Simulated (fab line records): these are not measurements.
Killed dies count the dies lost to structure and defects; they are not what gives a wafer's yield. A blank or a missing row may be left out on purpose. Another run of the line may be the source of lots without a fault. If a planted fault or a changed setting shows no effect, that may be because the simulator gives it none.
fab line records	flow n5-finfet
record: lots: 7	wafers: 21
route steps=1938 shown SDB@361 HKMG_FIN@461 GATE_CUT@480 MOL_CONTACT_COAG@559 BEOL_M0_SAQP@646 BEOL_M2@851 PASSIVATION@1936
start-h: hours from the record's first day to the start of the lot's first wafer shown	wait-h: hours from the lot's prior step to this one	" repeats the value in the row above	L1.1+2: a single row standing in for several wafers	- value missing, or start not given	* or withheld: withheld	< > ~ a bound
route shown NAME@n: NAME is a module with steps in the file, n the number in the route of the first one	usual: mean and standard deviation over wafers with no fault	same: alike in all rows	chamber/n: place in a boat	sites: the reading at each site	_std_site: standard deviation across them	_edge_site: mean of outer sites minus mean of inner sites	radius-mm: how far each site lies from the wafer's centre	mask NAME#n: copy n	behind: tool/chamber where the wafer was last shaped	hold: the reason the lot was held/the length of the hold in hours/how it ended	device: transistor that didn't switch, given as n, p or np	end of line: the tests these same wafers got at the end of their route	a step with no rows: only its recipe	killed: the dies lost at the first sort to structure and to defects; this is not the yield of the wafer	map: per-die view of a wafer (x killed, . not killed, _ where there is no die)
set.NAME: the setting as run; set.NAME@STEP: as run at that earlier step	model.NAME: the simulator's own value behind a step, which no gauge read
lots run with intentionally changed settings; tables by step, rows by wafer
== steps ==
step: N5_SDB_ETCH_18
recipe: chemistry: N2/H2	target: SOC	target-depth-a: 1000	overetch-a: 200	mask-material: SiARC	temp-c: 40	time-s: 150	ion-energy-ev: 200	pressure-mtorr: 30	source-w: 840	bias-w: 150	n2-flow-sccm: 200	h2-flow-sccm: 200
usual: rf-vpp-V: 524.1/2.5
lot.wafer	tool	chamber	start-h	wait-h	set.source-w	rf-vpp-V	model.SiARC_of_SDB_COAT_04.thk-nm
L077.1	rie-diel-06	3	86.46	0.0	840	526.6	12.8
L077.4	"	0	"	"	840	527.8	12.6
L077.5	"	2	"	"	840	523.6	12.8
L081.1	rie-diel-01	2	112.66	0.0	840	523.4	12.8
L081.2	"	0	"	"	840	526.9	13
L081.3	"	3	"	"	981.6	500.6	12.4
L083.1	rie-diel-04	1	123.05	0.0	767.5	539.2	13.2
L083.3	"	0	"	"	767.5	540.4	13
L083.4	"	2	"	"	767.5	535.5	13.2
L085.1	rie-diel-04	1	142.32	0.0	704.9	554.8	13.4
L085.3	"	3	"	"	840	520.9	12.6
L085.4	"	0	"	"	704.9	555.9	13.4
L095.1	rie-diel-04	3	192.08	0.0	778.7	534.0	12.8
L095.5	"	0	"	"	778.7	537.0	13
L095.6	"	3	"	"	778.7	534.1	13
L096.1	rie-diel-01	1	200.97	0.0	840	523.6	12.8
L096.2	"	0	"	"	840	526.2	12.6
L096.5	"	0	"	"	975	500.5	12.2
L097.3	rie-diel-06	2	204.92	0.0	788.8	533.2	13
L097.5	"	2	"	"	840	523.2	12.8
L097.6	"	3	"	"	788.8	536.5	13
step: N5_HKMG_FIN_CMP_23
recipe: stop-on: SiNx	t-overpolish-s: 10	post-cmp-clean: rinse-only	down-force-psi: 4	platen-rpm: 50.289	pad-velocity-m-s: 1.0006	target-thk-nm: 46.326
lot.wafer	tool	chamber	start-h	wait-h	set.platen-rpm
L077.4+1+5	cmp-04	2,3,2	100.20	0.1	50.289
L081.3+2	cmp-04	1,0	125.19	0.0	50.289
L081.1	"	2	"	"	49.84
L083.3+1	cmp-04	2,1	136.17	0.0	49.38
L083.4	"	3	"	"	50.289
L085.3+4	cmp-03	3,1	156.72	0.0	50.289
L085.1	"	0	"	"	49.91
L095.1+6+5	cmp-04	1,0,1	204.40	0.1	50.289
L096.1	cmp-03	2	214.37	0.2	50.289
L096.2+5	"	3,0	"	"	51.5
L097.3+6+5	cmp-01	2,1,2	217.91	0.1	50.289
step: N5_GATE_CUT_COAT_27
recipe: resist: underlayer	temp-c: 205	time-s: 60	spin-rpm: 1500	resist-thk-nm: 10
lot.wafer	tool	chamber	start-h	wait-h	set.spin-rpm	model.underlayer_of_GATE_CUT_COAT_27.thk-nm
L077.1+4+5	litho-track-05	0	-	-	1500	10
L081.1	litho-track-03	0	-	-	1500	10
L081.2+3	"	0	"	"	1339	10.6
L083.1+4	litho-track-01	0	-	-	1443	10.2
L083.3	"	0	"	"	1500	10
L085.1+3	litho-track-05	0	-	-	1500	10
L085.4	"	0	"	"	1409	10.4
L095.1	litho-track-01	0	-	-	1336	10.6
L095.5+6	"	0	"	"	1500	10
L096.1+2+5	litho-track-05	0	-	-	1500	10
L097.3+5	litho-track-01	0	-	-	1500	10
L097.6	"	0	"	"	1351	10.6
step: N5_GATE_CUT_COAT_07
recipe: resist: CAR-EUV	spin-rpm: 1500	resist-thk-nm: 30
step: N5_GATE_CUT_EBR_09
recipe: solvent: PGMEA	ebr-width-mm: 1.5
step: N5_GATE_CUT_DESCUM_18
recipe: chemistry: O2	time-s: 7	source-power-w: 50	bias-power-w: 20	pressure-mtorr: 20	rf-frequency-hz: 2.712e+07	temp-c: 40	resist: CAR-EUV	o2-flow-sccm: 225
step: N5_GATE_CUT_ETCH_28
recipe: chemistry: N2/H2	target: underlayer	target-depth-a: 130	mask-material: CAR-EUV	time-s: 10.4	ion-energy-ev: 200	pressure-mtorr: 30	source-w: 840	bias-w: 150	n2-flow-sccm: 200	h2-flow-sccm: 200	ends: cleared
usual: etch-rf-on-time-s: 10.35/0.11
lot.wafer	tool	chamber	start-h	wait-h	set.spin-rpm@GATE_CUT_COAT_27	etch-rf-on-time-s	model.CAR-EUV_of_GATE_CUT_COAT_07.thk-nm	model.etch.depth-nm
L077.1	rie-diel-05	3	104.80	0.0	1500	10.19	14.6	9.993
L077.4	"	2	"	"	1500	10.42	14.8	9.96
L077.5	"	1	"	"	1500	10.49	14.8	9.953
L081.1	rie-diel-05	3	130.01	0.0	1500	10.30	14.4	10.05
L081.2	"	2	"	"	1339	10.96	14.2	10.61
L081.3	"	0	"	"	1339	11.03	14.2	10.58
L083.1	rie-diel-05	1	140.68	0.0	1443	10.73	14.4	10.21
L083.3	"	0	"	"	1500	10.38	14.6	10.02
L083.4	"	2	"	"	1443	10.49	14.4	10.19
L085.1	rie-diel-02	1	161.30	0.0	1500	10.32	14.6	9.996
L085.3	"	2	"	"	1500	10.29	14.6	9.964
L085.4	"	0	"	"	1409	10.74	14.4	10.31
L095.1	rie-diel-02	1	209.27	0.0	1336	11.00	14	10.61
L095.5	"	3	"	"	1500	10.40	14.6	10.03
L095.6	"	0	"	"	1500	10.41	14.6	10.04
L096.1	rie-diel-02	3	218.82	0.0	1500	10.40	14.8	9.984
L096.2	"	0	"	"	1500	10.38	14.8	9.996
L096.5	"	0	"	"	1500	10.34	14.8	9.975
L097.3	rie-diel-02	1	222.31	0.0	1500	10.54	14.6	10.08
L097.5	"	1	"	"	1500	10.38	14.8	10.06
L097.6	"	2	"	"	1351	10.96	14	10.56
step: N5_GATE_CUT_ETCH_36
recipe: chemistry: CF4	target: SiARC	target-depth-a: 130	mask-material: CAR-EUV	time-s: 21.7	ion-energy-ev: 80	pressure-mtorr: 40	source-w: 545	bias-w: 36	Ar_flow_sccm: 100	cf4-flow-sccm: 100	ends: cleared
lot.wafer	tool	chamber	start-h	wait-h	set.cf4-flow-sccm	set.spin-rpm@GATE_CUT_COAT_27	model.CAR-EUV_of_GATE_CUT_COAT_07.thk-nm
L077.1+5	rie-diel-05	3,1	104.82	0.0	100	1500	7
L077.4	"	2	"	"	100	1500	7.2
L081.1	rie-diel-05	3	130.03	0.0	100	1500	6.8
L081.2+3	"	2,0	"	"	100	1339	6.4
L083.1+4	rie-diel-05	1,2	140.70	0.0	90	1443	6.6
L083.3	"	0	"	"	100	1500	7
L085.1	rie-diel-02	1	161.32	0.0	89.49	1500	7
L085.3	"	2	"	"	89.49	1500	6.8
L085.4	"	0	"	"	100	1409	6.6
L095.1	rie-diel-02	1	209.29	0.0	100	1336	6.4
L095.5	"	3	"	"	100	1500	7
L095.6	"	0	"	"	118.1	1500	7
L096.1+2	rie-diel-02	3,0	218.84	0.0	100	1500	7
L096.5	"	0	"	"	100	1500	7.2
L097.3	rie-diel-02	1	222.33	0.0	92.94	1500	7
L097.5	"	1	"	"	92.94	1500	7.2
L097.6	"	2	"	"	100	1351	6.2
step: N5_MOL_CONTACT_COAG_ALD_27
recipe: material: SiOC	target-thk-a: 170	temp-c: 400	ald-precursor-family: carbosiloxane	ald-co-reactant: H2-plasma	pulse-time-s: 1.5	time-s: 2720	purge-time-s: 2	co-reactant-purge-time-s: 2	ald-cycles: 340	pressure-torr: 2
lot.wafer	tool	chamber	start-h	wait-h	set.time-s	model.SiOC_of_MOL_CONTACT_COAG_ALD_27.thk-nm
L077.1+4+5	ald-sin-01	3,0,3	115.03	0.0	2720	17
L081.1	ald-sin-01	0	139.53	0.0	2720	17.2
L081.2+3	"	3,2	"	"	2720	17
L083.1	ald-sin-01	3	153.14	0.0	2395	15
L083.3+4	"	0,2	"	"	2720	17
L085.1	ald-sin-02	2	171.82	0.0	2720	16.8
L085.3+4	"	0,1	"	"	2720	17
L095.1+5	ald-sin-03	0,3	219.53	0.0	2720	17
L095.6	"	2	"	"	2444	15.2
L096.1+2+5	ald-sin-02	3,1,2	230.22	0.0	2720	17
L097.3	ald-sin-03	1	233.89	0.3	3260	16.8
L097.5	"	2	"	"	2720	16.8
L097.6	"	3	"	"	3260	17
step: N5_MOL_CONTACT_COAG_VIA_ETCH_117
recipe: chemistry: C4F6/O2	target-depth-a: 400	overetch-a: 80	mask-material: SOC	target: SiO2	bias-w: 455	pressure-mtorr: 10	time-s: 26	source-w: 325	Ar_flow_sccm: 300	C4F6_flow_sccm: 10	O2_flow_sccm: 10	ion-energy-ev: 575.3	ends: end-point
usual: rf-vpp-V: 1576/10
lot.wafer	tool	chamber	start-h	wait-h	set.bias-w	rf-vpp-V
L077.1	rie-diel-06	2	120.23	0.0	455	1570
L077.4	"	1	"	"	455	1559
L077.5	"	2	"	"	455	1569
L081.1	rie-diel-06	1	144.28	0.0	455	1559
L081.2	"	3	"	"	455	1580
L081.3	"	2	"	"	455	1569
L083.1	rie-diel-06	3	158.38	0.0	455	1579
L083.3	"	0	"	"	455	1591
L083.4	"	1	"	"	414.8	1452
L085.1	rie-diel-01	1	177.10	0.0	455	1562
L085.3	"	0	"	"	375.8	1369
L085.4	"	3	"	"	455	1567
L095.1	rie-diel-01	0	224.99	0.0	455	1581
L095.5	"	3	"	"	455	1568
L095.6	"	2	"	"	412	1471
L096.1	rie-diel-01	3	235.14	0.0	421.2	1477
L096.2	"	0	"	"	455	1580
L096.5	"	0	"	"	455	1580
L097.3	rie-diel-04	3	238.61	0.0	455	1582
L097.5	"	0	"	"	455	1575
L097.6	"	1	"	"	455	1580
step: N5_BEOL_M0_SAQP_EXPOSE_11
recipe: mask-id: M0_CORE	na: 1.35	source-shape: dipole	sigma-inner: 0.538	sigma-outer: 0.738	polarization: te	target-cd-nm: 42	dose-mj: 55
lot.wafer	tool	chamber	start-h	wait-h	mask	set.dose-mj
L077.1+4+5	arfi-scanner-01	0	126.39	-	M0_CORE#0	55
L081.1	arfi-scanner-02	0	152.77	-	M0_CORE#0	55
L081.2+3	"	0	"	"	M0_CORE#0	51.41
L083.1+4	arfi-scanner-03	0	164.67	-	M0_CORE#0	55
L083.3	"	0	"	"	M0_CORE#0	53.24
L085.1+3	arfi-scanner-01	0	183.34	-	M0_CORE#0	51
L085.4	"	0	"	"	M0_CORE#0	55
L095.1+6	arfi-scanner-01	0	230.26	-	M0_CORE#0	58.98
L095.5	"	0	"	"	M0_CORE#0	55
L096.1+5	arfi-scanner-02	0	241.12	-	M0_CORE#0	56.54
L096.2	"	0	"	"	M0_CORE#0	55
L097.3	arfi-scanner-02	0	244.21	-	M0_CORE#0	53.38
L097.5+6	"	0	"	"	M0_CORE#0	55
step: N5_BEOL_M0_SAQP_DEVELOP_13
recipe: develop-time-s: 30	developer: TMAH	resist: CAR-ArF	dev-temp-c: 23	rinse-liquid: diw	dry: air-spin
lot.wafer	tool	chamber	start-h	wait-h	set.develop-time-s
L077.1+4+5	litho-track-01	0	-	-	30
L081.1	litho-track-04	0	-	-	34.99
L081.2+3	"	0	"	"	30
L083.1+3+4	litho-track-01	0	-	-	30
L085.1	litho-track-04	0	-	-	30
L085.3+4	"	0	"	"	27.35
L095.1	litho-track-04	0	-	-	34.77
L095.5+6	"	0	"	"	30
L096.1	litho-track-05	0	-	-	30
L096.2+5	"	0	"	"	36.69
L097.3+5+6	litho-track-01	0	-	-	30
step: N5_BEOL_M0_SAQP_CD_MEAS_14
recipe: target-cd-nm: 42.5	landing-energy-ev: 500	detector: se-inlens
usual: cd-nm: 42.5/0.35
lot.wafer	tool	chamber	start-h	wait-h	set.dose-mj@BEOL_M0_SAQP_EXPOSE_11	cd-nm
L077.1	cd-sem-02	0	126.51	-	55	42.4
L077.4	"	0	"	"	55	41.7
L077.5	"	0	"	"	55	42.8
L081.1	cd-sem-03	0	152.90	-	55	42.2
L081.2	"	0	"	"	51.41	45.0
L081.3	"	0	"	"	51.41	44.6
L083.1	cd-sem-01	0	164.79	-	55	42.7
L083.3	"	0	"	"	53.24	44.0
L083.4	"	0	"	"	55	43.0
L085.1	cd-sem-01	0	183.46	-	51	44.9
L085.3	"	0	"	"	51	44.6
L085.4	"	0	"	"	55	42.3
L095.1	cd-sem-01	0	230.38	-	58.98	40.3
L095.5	"	0	"	"	55	42.8
L095.6	"	0	"	"	58.98	40.4
L096.1	cd-sem-01	0	241.25	-	56.54	41.4
L096.2	"	0	"	"	55	41.6
L096.5	"	0	"	"	56.54	41.4
L097.3	cd-sem-01	0	244.33	-	53.38	43.3
L097.5	"	0	"	"	55	42.6
L097.6	"	0	"	"	55	42.0
step: N5_BEOL_M2_EXPOSE_08
recipe: mask-id: M2	na: 0.33	source-shape: dipole	sigma-inner: 0.369	sigma-outer: 0.767	polarization: unpolarized	dose-mj: 41.25
lot.wafer	tool	chamber	start-h	wait-h	mask	set.dose-mj
L077.1+4+5	euv-scanner-01	0	157.75	-	M2#0	41.25
L081.1+3	euv-scanner-02	0	172.13	-	M2#0	41.25
L081.2	"	0	"	"	M2#0	39.92
L083.1+3	euv-scanner-01	0	187.78	-	M2#0	43.49
L083.4	"	0	"	"	M2#0	41.25
L085.1	euv-scanner-02	0	207.04	-	M2#0	41.25
L085.3+4	"	0	"	"	M2#0	42.11
L095.1+5	euv-scanner-02	0	261.67	-	M2#0	41.25
L095.6	"	0	"	"	M2#0	43.79
L096.1	euv-scanner-02	0	267.11	-	M2#0	38.79
L096.2+5	"	0	"	"	M2#0	41.25
L097.3+5+6	euv-scanner-02	0	270.26	-	M2#0	41.25
step: N5_BEOL_M2_PEB_09
recipe: peb-temp-c: 100	peb-time-s: 60	resist: CAR-EUV
step: N5_BEOL_M2_DEVELOP_10
recipe: develop-time-s: 30	developer: TMAH	resist: CAR-EUV	rinse-liquid: surfactant-rinse	dry: air-spin	dev-temp-c: 23
step: N5_BEOL_M2_CD_MEAS_11
recipe: target-cd-nm: 16.79	landing-energy-ev: 500	detector: se-inlens	polarity: opening
usual: cd-nm: 16.75/0.21
lot.wafer	tool	chamber	start-h	wait-h	set.dose-mj@BEOL_M2_EXPOSE_08	cd-nm
L077.1	cd-sem-01	0	157.88	-	41.25	16.88
L077.4	"	0	"	"	41.25	16.58
L077.5	"	0	"	"	41.25	16.63
L081.1	cd-sem-03	0	172.26	-	41.25	16.51
L081.2	"	0	"	"	39.92	16.39
L081.3	"	0	"	"	41.25	16.70
L083.1	cd-sem-02	0	187.91	-	43.49	18.21
L083.3	"	0	"	"	43.49	17.64
L083.4	"	0	"	"	41.25	16.79
L085.1	cd-sem-02	0	207.17	-	41.25	16.78
L085.3	"	0	"	"	42.11	17.49
L085.4	"	0	"	"	42.11	17.40
L095.1	cd-sem-02	0	261.81	-	41.25	16.51
L095.5	"	0	"	"	41.25	16.76
L095.6	"	0	"	"	43.79	17.54
L096.1	cd-sem-03	0	267.24	-	38.79	15.44
L096.2	"	0	"	"	41.25	16.79
L096.5	"	0	"	"	41.25	17.14
L097.3	cd-sem-02	0	270.38	-	41.25	16.53
L097.5	"	0	"	"	41.25	16.96
L097.6	"	0	"	"	41.25	16.73
step: N5_BEOL_M2_DESCUM_16
recipe: chemistry: O2	time-s: 7	source-power-w: 50	bias-power-w: 20	pressure-mtorr: 20	rf-frequency-hz: 2.712e+07	temp-c: 40	resist: CAR-EUV	o2-flow-sccm: 225
step: N5_BEOL_M2_ETCH_74
recipe: chemistry: N2/H2	target: underlayer	target-depth-a: 65	mask-material: CAR-EUV	time-s: 5.2	ion-energy-ev: 200	pressure-mtorr: 30	source-w: 840	bias-w: 150	n2-flow-sccm: 200	h2-flow-sccm: 200	ends: cleared
lot.wafer	tool	chamber	start-h	wait-h	set.dose-mj@BEOL_M2_EXPOSE_08	model.BEOL_M2.cd-offset-nm
L077.1+5	rie-diel-04	2,1	158.04	0.0	41.25	-0.2
L077.4	"	3	"	"	41.25	0
L081.1+3	rie-diel-06	3,2	172.46	0.0	41.25	-0.2
L081.2	"	1	"	"	39.92	-0.8
L083.1+3	rie-diel-06	1,0	188.07	0.0	43.49	1.2
L083.4	"	2	"	"	41.25	0.2
L085.1	rie-diel-01	2	207.33	0.0	41.25	0.2
L085.3+4	"	0,1	"	"	42.11	0.4
L095.1+5	rie-diel-06	0	262.04	0.0	41.25	-0.2
L095.6	"	3	"	"	43.79	1
L096.1	rie-diel-04	1	267.40	0.0	38.79	-1.2
L096.2	"	2	"	"	41.25	-0.2
L096.5	"	1	"	"	41.25	0
L097.3+6	rie-diel-04	1,3	270.69	0.0	41.25	-0.2
L097.5	"	1	"	"	41.25	0
step: N5_BEOL_M2_ETCH_63
recipe: chemistry: CF4	target: SiARC	target-depth-a: 156	mask-material: CAR-EUV	time-s: 26	ion-energy-ev: 80	pressure-mtorr: 40	source-w: 545	bias-w: 36	Ar_flow_sccm: 100	cf4-flow-sccm: 100	ends: cleared
step: N5_BEOL_M2_ETCH_64
recipe: chemistry: N2/H2	target: SOC	target-depth-a: 750	overetch-a: 225	mask-material: SiARC	temp-c: 40	time-s: 121.9	ion-energy-ev: 200	pressure-mtorr: 30	source-w: 840	bias-w: 150	n2-flow-sccm: 200	h2-flow-sccm: 200
step: N5_BEOL_M2_STRIP_75
recipe: chemistry: N2/H2	temp-c: 40	n2-flow-sccm: 200	h2-flow-sccm: 200	rf-frequency-hz: 6e+07
step: N5_BEOL_M2_STRIP_66
recipe: chemistry: CF4	resist: SiARC	power-w: 300	bias-power-w: 75	pressure-mtorr: 50	cf4-flow-sccm: 150	rf-frequency-hz: 6e+07
step: N5_BEOL_M2_HM_OPEN_17
recipe: chemistry: Cl2/BCl3	target-depth-a: 200	overetch-a: 60	target: TiN	mask-material: SOC	ion-energy-ev: 150	pressure-mtorr: 10	icp-w: 1000	bias-w: 126	Cl2_flow_sccm: 53.25	bcl3-flow-sccm: 21.75	Ar_flow_sccm: 25
lot.wafer	tool	chamber	start-h	wait-h	set.dose-mj@BEOL_M2_EXPOSE_08	model.BEOL_M2.cd-offset-nm
L077.1+5	rie-metal-03	0	158.25	0.0	41.25	-0.4
L077.4	"	0	"	"	41.25	0
L081.1+3	rie-metal-01	0	172.68	0.0	41.25	0
L081.2	"	1	"	"	39.92	-0.6
L083.1+3	rie-metal-02	0,1	188.28	0.0	43.49	1
L083.4	"	0	"	"	41.25	0
L085.1	rie-metal-02	1	207.54	0.0	41.25	0
L085.3	"	1	"	"	42.11	0.4
L085.4	"	1	"	"	42.11	0.2
L095.1	rie-metal-01	0	262.26	0.0	41.25	-0.2
L095.5	"	1	"	"	41.25	-0.4
L095.6	"	0	"	"	43.79	1
L096.1	rie-metal-01	0	267.62	0.0	38.79	-1.4
L096.2	"	1	"	"	41.25	-0.2
L096.5	"	0	"	"	41.25	0
L097.3	rie-metal-02	0	270.94	0.1	41.25	-0.2
L097.5	"	1	"	"	41.25	-0.4
L097.6	"	0	"	"	41.25	0
step: N5_BEOL_M2_STRIP_19
recipe: chemistry: O2	power-w: 400	temp-c: 40	pressure-mtorr: 30	rf-frequency-hz: 6e+07	bias-power-w: 0	overash-fraction: 0.2	o2-flow-sccm: 225
step: N5_BEOL_M2_CD_MEAS_18
recipe: pitch-nm: 36	target-cd-nm: 18
usual: cd-nm: 17.96/0.28
lot.wafer	tool	chamber	start-h	wait-h	set.dose-mj@BEOL_M2_EXPOSE_08	cd-nm
L077.1	cd-sem-03	-	158.53	0.0	41.25	17.83
L077.4	"	-	"	"	41.25	18.01
L077.5	"	-	"	"	41.25	17.73
L081.1	cd-sem-01	-	172.86	0.0	41.25	17.88
L081.2	"	-	"	"	39.92	17.56
L081.3	"	-	"	"	41.25	17.97
L083.1	cd-sem-03	-	188.46	0.0	43.49	19.05
L083.3	"	-	"	"	43.49	18.93
L083.4	"	-	"	"	41.25	18.11
L085.1	cd-sem-02	-	207.82	0.0	41.25	17.66
L085.3	"	-	"	"	42.11	18.38
L085.4	"	-	"	"	42.11	18.11
L095.1	cd-sem-03	-	262.44	0.0	41.25	18.24
L095.5	"	-	"	"	41.25	17.48
L095.6	"	-	"	"	43.79	18.81
L096.1	cd-sem-03	-	267.80	0.0	38.79	16.77
L096.2	"	-	"	"	41.25	17.50
L096.5	"	-	"	"	41.25	17.83
L097.3	cd-sem-01	-	271.31	0.1	41.25	18.08
L097.5	"	-	"	"	41.25	17.71
L097.6	"	-	"	"	41.25	18.04
step: N5_BEOL_M2_COAT_67
recipe: resist: SOC	temp-c: 250	time-s: 60	spin-rpm: 1500	resist-thk-nm: 60
step: N5_BEOL_M2_COAT_68
recipe: resist: SiARC	temp-c: 220	time-s: 60	spin-rpm: 1500	resist-thk-nm: 12
step: N5_BEOL_M2_PRECLEAN_42
recipe: chemistry: residue-remover	time-s: 60	temp-c: 40
step: N5_BEOL_M2_SRD_43
recipe: time-s: 30	temp-c: 23	rinse-liquid: diw	dry: ipa-marangoni
step: N5_BEOL_M2_CD_MEAS_35
recipe: target-cd-nm: 18	target-cd-y-nm: 22.2	polarity: opening
usual: cd-nm: 18.0/0.32
lot.wafer	tool	chamber	start-h	wait-h	set.dose-mj@BEOL_M2_EXPOSE_08	cd-nm
L077.1	cd-sem-02	-	160.66	0.0	41.25	17.7
L077.4	"	-	"	"	41.25	18.2
L077.5	"	-	"	"	41.25	17.5
L081.1	cd-sem-02	-	177.29	0.0	41.25	17.8
L081.2	"	-	"	"	39.92	17.5
L081.3	"	-	"	"	41.25	17.9
L083.1	cd-sem-01	-	200.29	0.0	43.49	19.0
L083.3	"	-	"	"	43.49	18.8
L083.4	"	-	"	"	41.25	17.9
L085.1	cd-sem-03	-	210.12	0.0	41.25	17.7
L085.3	"	-	"	"	42.11	18.5
L085.4	"	-	"	"	42.11	18.3
L095.1	cd-sem-03	-	266.87	0.0	41.25	17.6
L095.5	"	-	"	"	41.25	17.6
L095.6	"	-	"	"	43.79	19.1
L096.1	cd-sem-02	-	270.07	0.0	38.79	16.8
L096.2	"	-	"	"	41.25	17.9
L096.5	"	-	"	"	41.25	18.3
L097.3	cd-sem-01	-	273.86	0.0	41.25	17.7
L097.5	"	-	"	"	41.25	17.6
L097.6	"	-	"	"	41.25	18.0
step: N5_PASSIVATION_PROBE_49
usual: defect-limited-yield: 91.5/1.4	killed-dies: 100/16	sort-yield-pct: 91.5/1.4
lot.wafer	tool	chamber	start-h	wait-h	set.time-s@ILD0_PRECLEAN_10	set.platen-rpm@HKMG_FIN_CMP_23	defect-limited-yield[%]	killed-dies	sort-yield-pct[%]
L077.1	prober-02	-	283.76	0.0	20	50.289	90.5	112	90.5
L077.4	prober-02	-	283.91	0.2	20	50.289	87.4	149	87.4
L077.5	prober-02	-	283.96	0.2	20	50.289	90.7	110	90.7
L081.1	prober-01	-	314.04	0.4	22.98	49.84	94.0	71	94.0
L081.2	prober-01	-	314.09	0.5	20	50.289	86.9	154	86.9
L081.3	prober-01	-	314.14	0.5	20	50.289	93.7	74	93.7
L083.1	prober-01	-	329.83	0.0	20	49.38	49.4	597	49.4
L083.3	prober-01	-	329.93	0.1	20	49.38	52.9	556	52.9
L083.4	prober-01	-	329.98	0.2	20	50.289	88.6	134	88.6
L085.1	prober-02	-	336.29	0.0	20	49.91	79.2	246	79.2
L085.3	prober-02	-	336.39	0.1	20	50.289	85.3	174	85.3
L085.4	prober-02	-	336.44	0.2	20	50.289	88.6	135	88.6
L096.1	prober-01	-	400.67	0.0	20	50.289	5.2	1119	5.2
L096.2	prober-01	-	400.72	0.1	22.79	51.5	83.6	194	83.6
L096.5	prober-01	-	400.87	0.2	22.79	51.5	89.8	120	89.8
L097.3	prober-01	-	413.66	0.1	20	50.289	90.5	112	90.5
L097.5	prober-01	-	413.76	0.2	20	50.289	92.7	86	92.7
L097.6	prober-01	-	413.81	0.3	20	50.289	91.1	105	91.1
L095.1	prober-02	-	414.29	0.0	24.45	50.289	91.5	100	91.5
L095.5	prober-02	-	414.49	0.2	24.45	50.289	91.4	101	91.4
L095.6	prober-02	-	414.54	0.3	20	50.289	27.6	854	27.6
== key ==
split: step: N5_SDB_ETCH_18	setting: source-w	stated: 840	by: wafer
response: step: N5_SDB_ETCH_18	reading: rf-vpp-V	change: -1.71	per: 1%	r: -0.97
response: step: N5_SDB_ETCH_18	reading: model.SiARC_of_SDB_COAT_04.thk-nm	change: -0.0364	per: 1%	r: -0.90
split: step: N5_HKMG_FIN_CMP_23	setting: platen-rpm	stated: 50.289	by: wafer
response: step: N5_PASSIVATION_PROBE_49	reading: defect-limited-yield	slope: +20.9	per: 1%	together-with: time-s@ILD0_PRECLEAN_10	explained: 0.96
response: step: N5_PASSIVATION_PROBE_49	reading: killed-dies	slope: -247	per: 1%	together-with: time-s@ILD0_PRECLEAN_10	explained: 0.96
response: step: N5_PASSIVATION_PROBE_49	reading: sort-yield-pct	slope: +20.9	per: 1%	together-with: time-s@ILD0_PRECLEAN_10	explained: 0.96
split: step: N5_GATE_CUT_COAT_27	setting: spin-rpm	stated: 1500	by: wafer
response: step: N5_GATE_CUT_COAT_27	reading: model.underlayer_of_GATE_CUT_COAT_27.thk-nm	change: -0.0576	per: 1%	r: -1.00
response: step: N5_GATE_CUT_ETCH_28	reading: etch-rf-on-time-s	change: *	per: 1%	r: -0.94
response: step: N5_GATE_CUT_ETCH_28	reading: model.CAR-EUV_of_GATE_CUT_COAT_07.thk-nm	change: +0.0458	per: 1%	r: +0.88
response: step: N5_GATE_CUT_ETCH_28	reading: model.etch.depth-nm	change: -0.051	per: 1%	r: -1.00
response: step: N5_GATE_CUT_ETCH_36	reading: model.CAR-EUV_of_GATE_CUT_COAT_07.thk-nm	change: +0.0601	per: 1%	r: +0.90
split: step: N5_GATE_CUT_ETCH_36	setting: cf4-flow-sccm	stated: 100	by: wafer
response none clear
split: step: N5_MOL_CONTACT_COAG_ALD_27	setting: time-s	stated: 2720	by: wafer
response: step: N5_MOL_CONTACT_COAG_ALD_27	reading: model.SiOC_of_MOL_CONTACT_COAG_ALD_27.thk-nm	shape: bent	at-lowest: 15	at-stated: 16.99	at-highest: 16.9
split: step: N5_MOL_CONTACT_COAG_VIA_ETCH_117	setting: bias-w	stated: 455	by: wafer
response: step: N5_MOL_CONTACT_COAG_VIA_ETCH_117	reading: rf-vpp-V	change: +12	per: 1%	r: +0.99
split: step: N5_BEOL_M0_SAQP_EXPOSE_11	setting: dose-mj	stated: 55	by: wafer
response: step: N5_BEOL_M0_SAQP_CD_MEAS_14	reading: cd-nm	change: -0.342	per: 1%	r: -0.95
split: step: N5_BEOL_M0_SAQP_DEVELOP_13	setting: develop-time-s	stated: 30	by: wafer
response none clear
split: step: N5_BEOL_M2_EXPOSE_08	setting: dose-mj	stated: 41.25	by: wafer
response: step: N5_BEOL_M2_CD_MEAS_11	reading: cd-nm	change: +0.195	per: 1%	r: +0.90
response: step: N5_BEOL_M2_ETCH_74	reading: model.BEOL_M2.cd-offset-nm	change: +0.185	per: 1%	r: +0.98
response: step: N5_BEOL_M2_HM_OPEN_17	reading: model.BEOL_M2.cd-offset-nm	change: +0.202	per: 1%	r: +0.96
response: step: N5_BEOL_M2_CD_MEAS_18	reading: cd-nm	change: +0.156	per: 1%	r: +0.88
response: step: N5_BEOL_M2_CD_MEAS_35	reading: cd-nm	change: +0.216	per: 1%	r: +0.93
split outside-this-file step=N5_ILD0_PRECLEAN_10 setting=time-s
split outside-this-file: this setting was split too, and the file shows its column; the key of that split is in another file
